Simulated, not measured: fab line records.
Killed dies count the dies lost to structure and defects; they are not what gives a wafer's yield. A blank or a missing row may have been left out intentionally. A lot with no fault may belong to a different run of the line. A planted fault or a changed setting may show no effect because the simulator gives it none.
fab line records ; flow n5-finfet
record: lots: 7; wafers: 19; last-day: 18
route steps=1938 shown BEOL_M2@872 BEOL_M4@1111
lots untouched by any fault: they come from a run of this same line in which no faults occurred
start-h: the number of hours between the record's first day and the start of the first shown wafer of the lot ; wait-h: hours from the lot's prior step to this one ; " as in the row above ; L1.1+2: one row covering several wafers at once ; - no value, or no start given ; * or withheld: withheld ; < > ~ a bound
route shown NAME@n: NAME is a module with steps in the file, n the number in the route of the first one ; usual: mean and standard deviation over wafers with no fault ; same: alike in all rows ; chamber/n: place in a boat ; sites: each site's reading ; _std_site: standard deviation of those values ; _edge_site: outer sites' mean less inner sites' ; radius-mm: for every site, how far away it sits from the centre of the wafer ; mask NAME#n: copy n ; behind: the tool/chamber that last shaped the wafer ; hold: why the lot went on hold/how many hours it stayed there/how the hold came to an end ; device: which transistor (n, p or np) failed to switch ; end of line: the route-end tests of the same wafers ; where a step has no rows: the recipe by itself ; killed: dies lost to structure and defects at the first sort, not the wafer's yield ; map: the dies of a wafer, with x for killed, . for not killed, _ for no die there
set.NAME: the run value of the setting; set.NAME@STEP: its run value at that earlier step ; model.NAME: the simulator's own value behind a step, which no gauge read
certain route steps with their lots: each step a table, each wafer a row
services: the hour from which a tool's chamber was out of use, counted from the record's first day as start-h (under 0 if before that day), plus the number of hours and why
== steps ==
step: N5_BEOL_M2_SOFTBAKE_23
recipe: temp-c: 110; time-s: 60; resist: CAR-EUV
step: N5_BEOL_M2_EXPOSE_25
recipe: mask-id: V1; na: 0.33; source-shape: quasar; sigma-inner: 0.2; sigma-outer: 0.8; polarization: unpolarized; defocus-nm: 5; dose-mj: 63
step: N5_BEOL_M2_PEB_26
recipe: peb-temp-c: 100; peb-time-s: 60; resist: CAR-EUV
step: N5_BEOL_M2_DEVELOP_27
recipe: develop-time-s: 30; developer: TMAH; resist: CAR-EUV; rinse-liquid: surfactant-rinse; dry: air-spin; dev-temp-c: 23
step: N5_BEOL_M2_CD_MEAS_28
recipe: target-cd-nm: 26.2; landing-energy-ev: 500; detector: se-inlens; target-cd-y-nm: 24.1; polarity: opening
usual: cd-nm: 26.14/0.23
lot.wafer;tool;chamber;start-h;wait-h;cd-nm
L299.2;cd-sem-01;0;176.89;-;26.26
L299.5;cd-sem-01;0;176.89;-;25.87
L299.6;cd-sem-01;0;176.89;-;26.24
L300.1;cd-sem-02;0;180.47;-;26.34
L300.3;cd-sem-02;0;180.47;-;26.50
L300.4;cd-sem-02;0;180.47;-;25.98
L305.2;cd-sem-01;0;210.08;-;26.46
L305.4;cd-sem-01;0;210.08;-;26.11
L307.2;cd-sem-03;0;222.71;-;25.77
L307.4;cd-sem-03;0;222.71;-;26.19
L307.5;cd-sem-03;0;222.71;-;25.96
L308.2;cd-sem-01;0;229.31;-;26.08
L308.4;cd-sem-01;0;229.31;-;26.11
L312.1;cd-sem-03;0;245.98;-;26.49
L312.3;cd-sem-03;0;245.98;-;26.47
L312.6;cd-sem-03;0;245.98;-;26.31
L315.1;cd-sem-01;0;270.28;-;25.68
L315.3;cd-sem-01;0;270.28;-;25.79
L315.5;cd-sem-01;0;270.28;-;25.55
step: N5_BEOL_M2_OVL_MEAS_29
recipe: points-per-wafer: 522
usual: V1_OVL: -0.5/0.78
lot.wafer;tool;chamber;start-h;wait-h;V1_OVL[nm]
L299.2;overlay-02;0;176.93;0.0;0.5
L299.5;overlay-02;0;176.93;0.0;-0.5
L299.6;overlay-02;0;176.93;0.0;0.1
L300.1;overlay-01;0;180.50;0.0;0.3
L300.3;overlay-01;0;180.50;0.0;0.1
L300.4;overlay-01;0;180.50;0.0;-0.9
L305.2;overlay-02;0;210.11;0.0;-0.5
L305.4;overlay-02;0;210.11;0.0;0.1
L307.2;overlay-01;0;222.75;0.0;-0.3
L307.4;overlay-01;0;222.75;0.0;-1.3
L307.5;overlay-01;0;222.75;0.0;-2.1
L308.2;overlay-02;0;229.34;0.0;-1.4
L308.4;overlay-02;0;229.34;0.0;-1.0
L312.1;overlay-02;0;246.01;0.0;-0.7
L312.3;overlay-02;0;246.01;0.0;-1.8
L312.6;overlay-02;0;246.01;0.0;0.5
L315.1;overlay-01;0;270.31;0.0;-1.8
L315.3;overlay-01;0;270.31;0.0;-1.5
L315.5;overlay-01;0;270.31;0.0;-1.1
step: N5_BEOL_M2_INSPECT_30
recipe: mode: adi; inspect-instrument: brightfield
usual: raw-defect-count: 358/83
lot.wafer;tool;chamber;start-h;wait-h;raw-defect-count
L299.2;defect-inspect-02;-;176.98;0.0;414
L299.5;defect-inspect-02;-;176.98;0.0;547
L299.6;defect-inspect-02;-;176.98;0.0;328
L300.1;defect-inspect-02;-;180.57;0.1;319
L300.3;defect-inspect-02;-;180.57;0.1;272
L300.4;defect-inspect-02;-;180.57;0.1;292
L305.2;defect-inspect-01;-;210.16;0.0;496
L305.4;defect-inspect-01;-;210.16;0.0;446
L307.2;defect-inspect-01;-;222.80;0.0;433
L307.4;defect-inspect-01;-;222.80;0.0;388
L307.5;defect-inspect-01;-;222.80;0.0;476
L308.2;defect-inspect-02;-;229.40;0.0;347
L308.4;defect-inspect-02;-;229.40;0.0;291
L312.1;defect-inspect-02;-;246.07;0.1;413
L312.3;defect-inspect-02;-;246.07;0.1;377
L312.6;defect-inspect-02;-;246.07;0.1;320
L315.1;defect-inspect-02;-;270.37;0.1;259
L315.3;defect-inspect-02;-;270.37;0.1;347
L315.5;defect-inspect-02;-;270.37;0.1;297
step: N5_BEOL_M2_DESCUM_33
recipe: chemistry: O2; time-s: 7; source-power-w: 50; bias-power-w: 20; pressure-mtorr: 20; rf-frequency-hz: 2.712e+07; temp-c: 40; resist: CAR-EUV; o2-flow-sccm: 225
usual: drypump-motor-current-A: 6.0/0.53; oes-product-au: 0.78/0.083; rf-vpp-V: 243.7/1.5; showerhead-plenum-p-Torr: 2.13/0.083; throttle-valve-pct: 20.35/0.26
lot.wafer;tool;chamber;start-h;wait-h;drypump-motor-current-A;oes-product-au;rf-hours-counter-h;rf-vpp-V;showerhead-plenum-p-Torr;throttle-valve-pct
L299.2;rie-diel-05;3;177.01;0.0;6.2;0.71;233;242.0;2.00;20.48
L299.5;rie-diel-05;1;177.01;0.0;6.5;0.70;-;242.7;2.06;19.96
L299.6;rie-diel-05;2;177.01;0.0;5.5;0.71;-;244.2;2.17;20.65
L300.1;rie-diel-05;0;180.60;0.0;5.6;0.67;243;242.7;2.16;20.78
L300.3;rie-diel-05;1;180.60;0.0;6.5;0.71;202;242.4;2.06;19.97
L300.4;rie-diel-05;3;180.60;0.0;6.2;0.71;234;240.1;2.00;20.49
L305.2;rie-diel-02;0;210.20;0.0;6.2;0.70;215;245.1;2.15;20.10
L305.4;rie-diel-02;3;210.20;0.0;6.0;0.91;43;243.8;2.24;20.58
L307.2;rie-diel-01;0;223.11;0.3;6.8;0.72;183;244.2;2.08;20.54
L307.4;rie-diel-01;2;223.11;0.3;4.9;0.69;208;240.9;1.99;20.49
L307.5;rie-diel-01;2;223.11;0.3;4.9;0.70;-;242.5;1.99;20.47
L308.2;rie-diel-01;2;229.43;0.0;4.9;0.70;210;240.8;1.99;20.49
L308.4;rie-diel-01;0;229.43;0.0;6.8;0.73;186;243.9;2.08;20.54
L312.1;rie-diel-02;2;246.11;0.0;5.7;0.78;108;243.7;2.10;20.39
L312.3;rie-diel-02;0;246.11;0.0;6.2;0.69;226;243.7;2.14;20.13
L312.6;rie-diel-02;0;246.11;0.0;6.2;0.70;-;245.6;2.14;20.10
L315.1;rie-diel-05;2;270.40;0.0;5.6;0.70;218;243.5;2.16;20.70
L315.3;rie-diel-05;3;270.40;0.0;6.2;0.96;8;245.9;2.25;20.24
L315.5;rie-diel-05;3;270.40;0.0;6.2;0.97;-;243.8;2.25;20.25
step: N5_BEOL_M2_ETCH_77
recipe: chemistry: N2/H2; target: underlayer; target-depth-a: 65; mask-material: CAR-EUV; time-s: 5.2; ion-energy-ev: 200; pressure-mtorr: 30; source-w: 840; bias-w: 150; n2-flow-sccm: 200; h2-flow-sccm: 200; ends: cleared
usual: drypump-motor-current-A: 6.0/0.53; etch-rf-on-time-s: 5.19/0.12; oes-product-au: 0.66/0.07; rf-vpp-V: 524.7/2.9; showerhead-plenum-p-Torr: 2.58/0.097; throttle-valve-pct: 17.80/0.21
lot.wafer;tool;chamber;start-h;wait-h;drypump-motor-current-A;etch-rf-on-time-s;oes-product-au;rf-hours-counter-h;rf-vpp-V;showerhead-plenum-p-Torr;throttle-valve-pct
L299.2;rie-diel-05;3;177.05;0.0;6.3;4.89;0.63;233;519.9;2.40;17.85
L299.5;rie-diel-05;1;177.05;0.0;6.5;5.25;0.60;-;523.5;2.53;17.57
L299.6;rie-diel-05;2;177.05;0.0;5.6;5.27;0.61;-;523.6;2.63;18.10
L300.1;rie-diel-05;0;180.63;0.0;5.6;5.16;0.58;243;525.1;2.59;18.08
L300.3;rie-diel-05;1;180.63;0.0;6.5;5.20;0.61;202;522.2;2.53;17.57
L300.4;rie-diel-05;3;180.63;0.0;6.2;4.90;0.61;234;520.3;2.40;17.87
L305.2;rie-diel-02;0;210.23;0.0;6.2;5.17;0.59;215;527.8;2.61;17.57
L305.4;rie-diel-02;3;210.23;0.0;6.0;5.14;0.77;43;528.0;2.69;17.72
L307.2;rie-diel-01;0;223.14;0.0;6.8;5.35;0.62;183;521.4;2.52;17.85
L307.4;rie-diel-01;2;223.14;0.0;4.9;5.34;0.59;208;520.3;2.42;17.99
L307.5;rie-diel-01;2;223.14;0.0;4.9;5.36;0.59;-;521.4;2.42;17.97
L308.2;rie-diel-01;2;229.47;0.0;4.9;5.36;0.59;210;521.5;2.42;17.98
L308.4;rie-diel-01;0;229.47;0.0;6.8;5.31;0.62;186;528.6;2.52;17.84
L312.1;rie-diel-02;2;246.14;0.0;5.7;5.07;0.68;108;525.6;2.57;18.06
L312.3;rie-diel-02;0;246.14;0.0;6.2;5.18;0.60;226;525.3;2.61;17.58
L312.6;rie-diel-02;0;246.14;0.0;6.3;5.20;0.60;-;526.4;2.61;17.57
L315.1;rie-diel-05;2;270.44;0.0;5.6;5.38;0.59;218;526.9;2.62;18.18
L315.3;rie-diel-05;3;270.44;0.0;6.2;5.09;0.82;8;528.5;2.71;17.53
L315.5;rie-diel-05;3;270.44;0.0;6.3;5.15;0.82;-;527.3;2.71;17.52
step: N5_BEOL_M2_ETCH_69
recipe: chemistry: CF4; target: SiARC; target-depth-a: 156; mask-material: CAR-EUV; time-s: 26; ion-energy-ev: 80; pressure-mtorr: 40; source-w: 545; bias-w: 36; Ar_flow_sccm: 100; cf4-flow-sccm: 100; ends: cleared
usual: drypump-motor-current-A: 6.0/0.53; etch-rf-on-time-s: 25.9/0.63; oes-product-au: 0.66/0.071; rf-vpp-V: 184.4/1.3; showerhead-plenum-p-Torr: 2.18/0.082; throttle-valve-pct: 15.56/0.18
lot.wafer;tool;chamber;start-h;wait-h;drypump-motor-current-A;etch-rf-on-time-s;oes-product-au;rf-hours-counter-h;rf-vpp-V;showerhead-plenum-p-Torr;throttle-valve-pct
L299.2;rie-diel-05;3;177.06;0.0;6.2;24.9;0.62;233;182.0;2.03;15.63
L299.5;rie-diel-05;1;177.06;0.0;6.5;26.5;0.61;-;183.8;2.11;15.30
L299.6;rie-diel-05;2;177.06;0.0;5.6;26.6;0.61;-;185.0;2.22;15.81
L300.1;rie-diel-05;0;180.65;0.0;5.6;26.1;0.57;243;184.6;2.20;15.98
L300.3;rie-diel-05;1;180.65;0.0;6.5;26.6;0.60;202;183.7;2.11;15.30
L300.4;rie-diel-05;3;180.65;0.0;6.2;24.7;0.61;234;183.1;2.03;15.63
L305.2;rie-diel-02;0;210.25;0.0;6.3;25.8;0.60;215;183.5;2.21;15.46
L305.4;rie-diel-02;3;210.25;0.0;6.0;25.4;0.77;43;185.6;2.28;15.66
L307.2;rie-diel-01;0;223.16;0.0;6.8;27.0;0.61;183;185.2;2.14;15.78
L307.4;rie-diel-01;2;223.16;0.0;4.9;26.6;0.59;208;182.6;2.04;15.64
L307.5;rie-diel-01;2;223.16;0.0;4.9;26.2;0.60;-;182.2;2.04;15.64
L308.2;rie-diel-01;2;229.48;0.0;4.9;26.8;0.59;210;182.0;2.04;15.65
L308.4;rie-diel-01;0;229.48;0.0;6.8;27.0;0.61;186;185.0;2.14;15.78
L312.1;rie-diel-02;2;246.16;0.0;5.7;25.6;0.68;108;185.3;2.14;15.56
L312.3;rie-diel-02;0;246.16;0.0;6.2;25.7;0.60;226;184.1;2.21;15.47
L312.6;rie-diel-02;0;246.16;0.0;6.3;25.9;0.60;-;184.4;2.21;15.46
L315.1;rie-diel-05;2;270.45;0.0;5.5;26.8;0.58;218;185.3;2.21;15.88
L315.3;rie-diel-05;3;270.45;0.0;6.2;25.5;0.82;8;187.5;2.28;15.21
L315.5;rie-diel-05;3;270.45;0.0;6.2;25.8;0.83;-;185.7;2.28;15.21
step: N5_BEOL_M2_ALD_98
recipe: material: SiO2; target-thk-a: 25; temp-c: 100; ald-precursor-family: BDEAS; ald-co-reactant: O2-plasma; pulse-time-s: 1; co-reactant-pulse-time-s: 1; purge-time-s: 2; co-reactant-purge-time-s: 2; ald-cycles: 17; pressure-torr: 2
usual: heater-power-w: 81/7.2; precursor-pulse-height-rel: 0.998/0.02
same: co-reactant-purge-time-s: 2
lot.wafer;tool;chamber;start-h;wait-h;heater-power-w;precursor-pulse-height-rel
L299.2;ald-sin-01;2;177.34;0.3;92;0.951
L299.5;ald-sin-01;3;177.34;0.3;78;1.025
L299.6;ald-sin-01;2;177.34;0.3;91;0.993
L300.1;ald-sin-04;1;181.74;1.1;82;1.030
L300.3;ald-sin-04;3;181.74;1.1;94;0.984
L300.4;ald-sin-04;0;181.74;1.1;70;1.023
L305.2;ald-sin-04;2;210.60;0.3;87;1.026
L305.4;ald-sin-04;3;210.60;0.3;93;0.967
L307.2;ald-sin-04;2;223.24;0.1;87;1.020
L307.4;ald-sin-04;0;223.24;0.1;73;1.004
L307.5;ald-sin-04;2;223.24;0.1;87;1.000
L308.2;ald-sin-04;1;229.56;0.1;86;0.963
L308.4;ald-sin-04;3;229.56;0.1;91;0.984
L312.1;ald-sin-03;2;246.44;0.3;74;0.990
L312.3;ald-sin-03;3;246.44;0.3;74;1.003
L312.6;ald-sin-03;2;246.44;0.3;75;0.964
L315.1;ald-sin-03;2;270.53;0.1;75;1.022
L315.3;ald-sin-03;0;270.53;0.1;81;0.992
L315.5;ald-sin-03;0;270.53;0.1;78;1.036
step: N5_BEOL_M2_ETCHBACK_99
recipe: chemistry: CHF3; target: SiO2; target-depth-a: 50; time-s: 10.4; source-w: 215; bias-w: 47; Ar_flow_sccm: 200; CHF3_flow_sccm: 12; ion-energy-ev: 100; pressure-mtorr: 30
usual: drypump-motor-current-A: 6.0/0.52; oes-product-au: 0.79/0.1; rf-vpp-V: 242/4; showerhead-plenum-p-Torr: 2.20/0.075; throttle-valve-pct: 16.99/0.23
lot.wafer;tool;chamber;start-h;wait-h;drypump-motor-current-A;oes-product-au;rf-hours-counter-h;rf-vpp-V;showerhead-plenum-p-Torr;throttle-valve-pct
L299.2;rie-diel-02;0;178.16;0.8;6.3;0.71;204;246;2.22;16.80
L299.5;rie-diel-02;2;178.16;0.8;5.7;0.81;-;244;2.16;16.94
L299.6;rie-diel-02;3;178.16;0.8;6.0;0.90;-;237;2.30;17.12
L300.1;rie-diel-02;1;184.75;3.0;6.5;0.91;24;244;2.28;16.62
L300.3;rie-diel-02;0;184.75;3.0;6.3;0.71;207;246;2.22;16.82
L300.4;rie-diel-02;3;184.75;3.0;5.9;0.91;36;236;2.30;17.12
L305.2;rie-diel-02;0;216.24;5.6;6.2;0.70;217;245;2.21;16.82
L305.4;rie-diel-02;1;216.24;5.6;6.5;0.89;34;246;2.28;16.67
L307.2;rie-diel-02;1;229.87;6.6;6.5;0.88;39;244;2.28;16.67
L307.4;rie-diel-02;2;229.87;6.6;5.7;0.79;105;244;2.15;16.98
L307.5;rie-diel-02;1;229.87;6.6;6.5;0.88;-;243;2.28;16.69
L308.2;rie-diel-02;1;234.04;4.4;6.5;0.89;41;244;2.28;16.70
L308.4;rie-diel-02;3;234.04;4.4;6.0;0.89;51;237;2.29;17.17
L312.1;rie-diel-05;1;252.47;6.0;6.5;0.68;233;244;2.11;16.79
L312.3;rie-diel-05;0;252.47;6.0;5.6;0.97;11;247;2.21;17.06
L312.6;rie-diel-05;0;252.47;6.0;5.6;0.97;-;248;2.21;17.05
L315.1;rie-diel-05;2;276.53;5.9;5.6;0.69;220;239;2.23;17.41
L315.3;rie-diel-05;0;276.53;5.9;5.6;0.95;20;247;2.21;17.05
L315.5;rie-diel-05;1;276.53;5.9;6.5;0.68;-;244;2.11;16.81
step: N5_BEOL_M2_ETCH_70
recipe: chemistry: N2/H2; target: SOC; target-depth-a: 800; overetch-a: 240; mask-material: SiARC; temp-c: 40; time-s: 130; ion-energy-ev: 200; pressure-mtorr: 30; source-w: 840; bias-w: 150; n2-flow-sccm: 200; h2-flow-sccm: 200
usual: drypump-motor-current-A: 6.0/0.52; oes-product-au: 0.58/0.072; rf-vpp-V: 525.2/2.5; run-length-s: 153.5/0.41; showerhead-plenum-p-Torr: 2.59/0.085; throttle-valve-pct: 17.72/0.22
lot.wafer;tool;chamber;start-h;wait-h;drypump-motor-current-A;oes-product-au;rf-hours-counter-h;rf-vpp-V;run-length-s;showerhead-plenum-p-Torr;throttle-valve-pct;model.SiARC_of_BEOL_M2_COAT_68.thk-nm
L299.2;rie-diel-02;0;178.19;0.0;6.2;0.52;204;526.3;153.3;2.62;17.51;5.8
L299.5;rie-diel-02;2;178.19;0.0;5.6;0.59;-;526.6;153.2;2.58;17.98;5.6
L299.6;rie-diel-02;3;178.19;0.0;6.0;0.67;-;529.5;152.9;2.69;17.67;5.8
L300.1;rie-diel-02;1;184.78;0.0;6.5;0.67;24;527.7;153.7;2.71;17.42;5.8
L300.3;rie-diel-02;0;184.78;0.0;6.2;0.52;207;526.1;153.7;2.62;17.50;5.8
L300.4;rie-diel-02;3;184.78;0.0;6.0;0.66;36;528.6;152.7;2.69;17.68;5.8
L305.2;rie-diel-02;0;216.28;0.0;6.3;0.51;217;527.4;153.1;2.61;17.54;5.8
L305.4;rie-diel-02;1;216.28;0.0;6.6;0.70;34;528.1;144.3;2.70;17.45;6.4
L307.2;rie-diel-02;1;229.90;0.0;6.5;0.65;39;527.4;153.5;2.70;17.47;5.8
L307.4;rie-diel-02;2;229.90;0.0;5.7;0.62;105;525.8;144.3;2.57;18.01;6.2
L307.5;rie-diel-02;1;229.90;0.0;6.5;0.65;-;526.1;153.7;2.70;17.48;5.8
L308.2;rie-diel-02;1;234.08;0.0;6.5;0.65;41;529.7;153.5;2.70;17.46;6
L308.4;rie-diel-02;3;234.08;0.0;6.0;0.69;51;528.7;143.6;2.68;17.71;6.2
L312.1;rie-diel-05;1;252.51;0.0;6.5;0.51;233;523.8;153.3;2.52;17.57;5.8
L312.3;rie-diel-05;0;252.51;0.0;5.6;0.69;11;524.9;154.1;2.58;17.67;5.6
L312.6;rie-diel-05;0;252.51;0.0;5.6;0.71;-;525.9;153.1;2.58;17.67;5.8
L315.1;rie-diel-05;2;276.57;0.0;5.6;0.51;220;527.0;154.1;2.62;18.11;6.2
L315.3;rie-diel-05;0;276.57;0.0;5.6;0.69;20;526.9;153.1;2.58;17.69;5.8
L315.5;rie-diel-05;1;276.57;0.0;6.5;0.50;-;522.9;153.3;2.51;17.61;5.8
step: N5_BEOL_M2_STRIP_71
recipe: chemistry: N2/H2; temp-c: 40; n2-flow-sccm: 200; h2-flow-sccm: 200; rf-frequency-hz: 6e+07
step: N5_BEOL_M4_RC_MEAS_101
usual: DIBL_N: 36.3/1.8; DIBL_P: 36.5/2.1; IOFF_N: 0.16/0.031; IOFF_P: 0.22/0.038; ION_N: 677/12; ION_P: 466/7.8; SS_N: 71.5/0.61; SS_P: 73.2/0.7; VT_N: 249/3; VT_P: -248.9/3
lot.wafer;tool;chamber;start-h;wait-h;DIBL_N[mV/V];DIBL_P[mV/V];IOFF_N[nA/um];IOFF_P[nA/um];ION_N[uA/um];ION_P[uA/um];SS_N[mV/dec];SS_P[mV/dec];VT_N[mV];VT_P[mV]
L300.1;prober-02;0;216.87;0.0;37.0;39.4;0.22;0.31;692;484;71.1;73.6;242;-241.3
L300.3;prober-02;0;216.87;0.0;37.5;40.0;0.22;0.31;707;490;71.5;73.4;241;-240.8
L300.4;prober-02;0;216.87;0.0;36.3;38.1;0.19;0.28;680;473;71.8;73.4;246;-241.1
L299.2;prober-01;0;229.85;0.2;37.1;36.9;0.16;0.22;669;460;72.0;73.5;251;-249.3
L299.5;prober-01;0;229.85;0.2;34.6;33.6;0.13;0.17;677;467;71.5;72.5;252;-251.9
L299.6;prober-01;0;229.85;0.2;38.5;37.9;0.19;0.25;669;463;72.2;73.8;246;-248.2
L305.2;prober-01;0;249.14;0.2;36.5;35.9;0.14;0.22;678;470;71.6;73.2;250;-247.4
L305.4;prober-01;0;249.14;0.2;34.4;33.2;0.11;0.18;655;456;70.1;71.7;257;-253.3
L307.2;prober-02;0;267.20;0.2;36.9;37.5;0.16;0.25;679;472;72.3;73.5;252;-248.5
L307.4;prober-02;0;267.20;0.2;39.2;40.4;0.21;0.31;677;475;71.9;74.6;248;-245.5
L307.5;prober-02;0;267.20;0.2;35.7;36.7;0.16;0.25;690;483;70.9;72.9;250;-245.8
L308.2;prober-02;0;278.29;0.2;34.5;35.0;0.14;0.21;669;463;71.4;72.9;250;-247.6
L308.4;prober-02;0;278.29;0.2;37.5;38.9;0.21;0.26;696;470;72.0;73.1;246;-246.3
L312.1;prober-01;0;284.31;0.0;34.4;34.3;0.12;0.17;670;462;70.5;73.1;252;-252.8
L312.3;prober-01;0;284.31;0.0;35.2;34.1;0.13;0.16;652;453;71.4;72.8;254;-252.9
L312.6;prober-01;0;284.31;0.0;35.4;34.5;0.12;0.17;648;450;72.2;73.5;254;-254.7
L315.1;prober-01;0;316.30;0.0;35.0;35.3;0.14;0.22;685;479;71.6;73.0;251;-248.2
L315.3;prober-01;0;316.30;0.0;36.7;37.8;0.17;0.25;675;471;71.2;73.9;249;-245.9
L315.5;prober-01;0;316.30;0.0;34.5;35.2;0.14;0.21;689;477;71.6;72.5;250;-250.0
== services ==
tool;chamber;start-h;hours;kind
rie-diel-01;3;165.61;6.2;repair
ald-sin-03;-;178.89;14.0;pm
ald-sin-03;0;178.89;14.0;vent-cycle
ald-sin-03;1;178.89;14.0;vent-cycle
ald-sin-03;-;197.04;1.2;repair
rie-diel-01;1;200.33;1.6;repair
rie-diel-05;0;203.00;-;clean
rie-diel-05;0;203.00;-;consumable-replace:focus-ring
rie-diel-05;0;203.00;22.6;scheduled-down
rie-diel-05;0;203.00;22.6;vent-cycle
ald-sin-03;-;212.50;1.6;repair
rie-diel-05;3;226.02;-;clean
rie-diel-05;3;226.02;-;consumable-replace:focus-ring
rie-diel-05;3;226.02;-;consumable-replace:showerhead
rie-diel-05;3;226.02;24.8;scheduled-down
rie-diel-05;3;226.02;24.8;vent-cycle
ald-sin-03;-;231.84;14.6;pm
ald-sin-01;-;234.57;1.6;repair
ald-sin-04;2;235.80;1.5;repair
rie-diel-05;2;248.35;14.3;repair
rie-diel-01;2;252.54;8.2;repair
ald-sin-03;-;254.36;0.9;repair
ald-sin-01;1;260.23;6.8;repair
ald-sin-01;-;269.90;14.0;pm
== key ==
first-sign: step: N5_BEOL_M2_ETCH_70; reading: run-length-s; direction: down; sigmas: 23; usual: *; struck: *
effect none on later readings
model-effect: step: N5_BEOL_M2_ETCH_70; value: SiARC_of_BEOL_M2_COAT_68.thk-nm; without: 5.8; struck: 6.267
met-at N5_BEOL_M2_ETCH_70
struck-wafers L305.4,L307.4,L308.4
onset-between 184.78 216.28
fault: kind: process-parameter-drift; tool: rie-diel-02; chamber: -; onset-h: 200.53; steps: N5_BEOL_M2_ETCH_70; channel: time-s; offset: *; shape: step; end-h: 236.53; scope: struck-wafers-only; acts-in: *; stated: *
